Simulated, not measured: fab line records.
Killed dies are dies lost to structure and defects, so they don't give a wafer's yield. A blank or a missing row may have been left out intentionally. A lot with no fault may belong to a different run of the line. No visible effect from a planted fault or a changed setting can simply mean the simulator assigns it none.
Lot-split experiment    flow n5_finfet    21 wafers read from 7 lots, route of 1938 steps

== THE SPLIT ==
At N5_BEOL_M15_COAT_22 (resist thk 800 nm), the setting spin_rpm was moved away from the recipe's 1704 rpm on 5 of the 21 wafers read, by -3.1% to +8.5%. All remaining wafers had this setting at the recipe value.

== FROM THE SPLIT TO THE READING: what the file shows between them, 3 steps ==
- N5_BEOL_M15_EBR_24
- N5_BEOL_M15_SOFTBAKE_23: time 60 s
- N5_BEOL_M15_DESCUM_33: chemistry O2, time 7.9 s

== THE READING ==
coat_of_BEOL_M15_COAT_22.thk_nm (the simulator's own value, which no gauge read), in nm, at N5_BEOL_M15_ETCH_61 (etches BARC in N2/H2, target depth 89 nm, overetch 26.7 nm, time 67.9 s). The file gives no usual value for it. Across the 16 wafers here that went through the recipe, the average is 719.6 nm and the standard deviation 2.2 nm.

wafer   tool, chamber at the split  spin_rpm as run, rpm  against the recipe  coat_of_BEOL_M15_COAT_22.thk_nm, nm  against lot-mates on the recipe
L076.2  litho_track-05, 0           1761                  +3.3%               704.4                                -13.6
L076.4  litho_track-05, 0           1704                  recipe              718                                  -
L076.6  litho_track-05, 0           1704                  recipe              718                                  -
L078.1  litho_track-03, 0           1849                  +8.5%               689.8                                -28.8
L078.3  litho_track-03, 0           1704                  recipe              719.2                                -
L078.5  litho_track-03, 0           1704                  recipe              718                                  -
L077.2  litho_track-05, 0           1704                  recipe              716.2                                -
L077.3  litho_track-05, 0           1704                  recipe              714.4                                -
L077.5  litho_track-05, 0           1704                  recipe              719.6                                -
L079.3  litho_track-03, 0           1704                  recipe              722.6                                -
L079.4  litho_track-03, 0           1704                  recipe              721.8                                -
L079.6  litho_track-03, 0           1704                  recipe              720                                  -
L083.2  litho_track-02, 0           1843                  +8.2%               689                                  -32.0
L083.3  litho_track-02, 0           1704                  recipe              721                                  -
L083.6  litho_track-02, 0           1704                  recipe              721                                  -
L093.2  litho_track-05, 0           1704                  recipe              723                                  -
L093.4  litho_track-05, 0           1704                  recipe              721                                  -
L093.6  litho_track-05, 0           1704                  recipe              720.8                                -
L096.2  litho_track-02, 0           1704                  recipe              719                                  -
L096.3  litho_track-02, 0           1652                  -3.1%               725.6                                +6.6
L096.6  litho_track-02, 0           1652                  -3.1%               726.4                                +7.4

FIT RESULTS
A straight line over all 21 wafers: coat_of_BEOL_M15_COAT_22.thk_nm changes by -3.46 nm for each +1% of spin_rpm; r = -0.97; the points scatter about the line by 2.5 nm.
The same after taking each lot's own level away (the mean of its wafers on the recipe; 21 wafers): -3.47 nm for each +1%; r = -0.99; scatter 1.8 nm.
That fit puts the effect of the largest move of spin_rpm on the reading at 30 nm.
From 716.73 to 721.60 nm: that is the span of the lots' own levels, equal to 2.2 times the standard deviation above.
Consequently the slope shifts little with the lot-to-lot level, the two slopes agreeing.
Check: with one of the wafers moved furthest among these (+8.5%) left out of the fit, the line predicts -31.2 nm for it against its lot-mates. Against them it came out at -28.8 nm.

== FURTHER SPLITS ON THESE WAFERS ==
These wafers also went through other splits before the reading. Each is held against what the fit with the lots' levels taken away leaves over:
other split on the same wafers     wafers away from the commonest value  r with coat_of_BEOL_M15_COAT_22.thk_nm (lot level and that fit taken away)
N5_BEOL_M11_TRENCH_ETCH_37 time_s  2                                     +0.48
N5_BEOL_M11_ALD_74 ald_cycles      8                                     -0.19
N5_BEOL_M12_COAT_22 spin_rpm       4                                     -0.18
N5_BEOL_M14_ILD_DEP_00 time_s      3                                     +0.19
N5_BEOL_M14_EXPOSE_07 dose_mj      10                                    +0.33
N5_BEOL_M14_ETCH_68 time_s         7                                     +0.11
N5_BEOL_M14_TRENCH_ETCH_34 bias_w  6                                     -0.06

== THE WHOLE CHAIN: every reading that the file lists as answering this split, in the file's order ==
step                 what it does                                                             reading                                                                           change (the file's fit)               r (the file's)
N5_BEOL_M15_COAT_22  resist thk 800 nm                                                        coat_of_BEOL_M15_COAT_22.thk_nm (the simulator's own value, which no gauge read)  -3.69 nm for each +1% of the setting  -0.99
N5_BEOL_M15_ETCH_61  etches BARC in N2/H2, target depth 89 nm, overetch 26.7 nm, time 67.9 s  coat_of_BEOL_M15_COAT_22.thk_nm (the simulator's own value, which no gauge read)  -3.59 nm for each +1% of the setting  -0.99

== FILE'S OWN FIT ==
coat_of_BEOL_M15_COAT_22.thk_nm changes by -3.59 nm for each +1% of spin_rpm, r = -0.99.
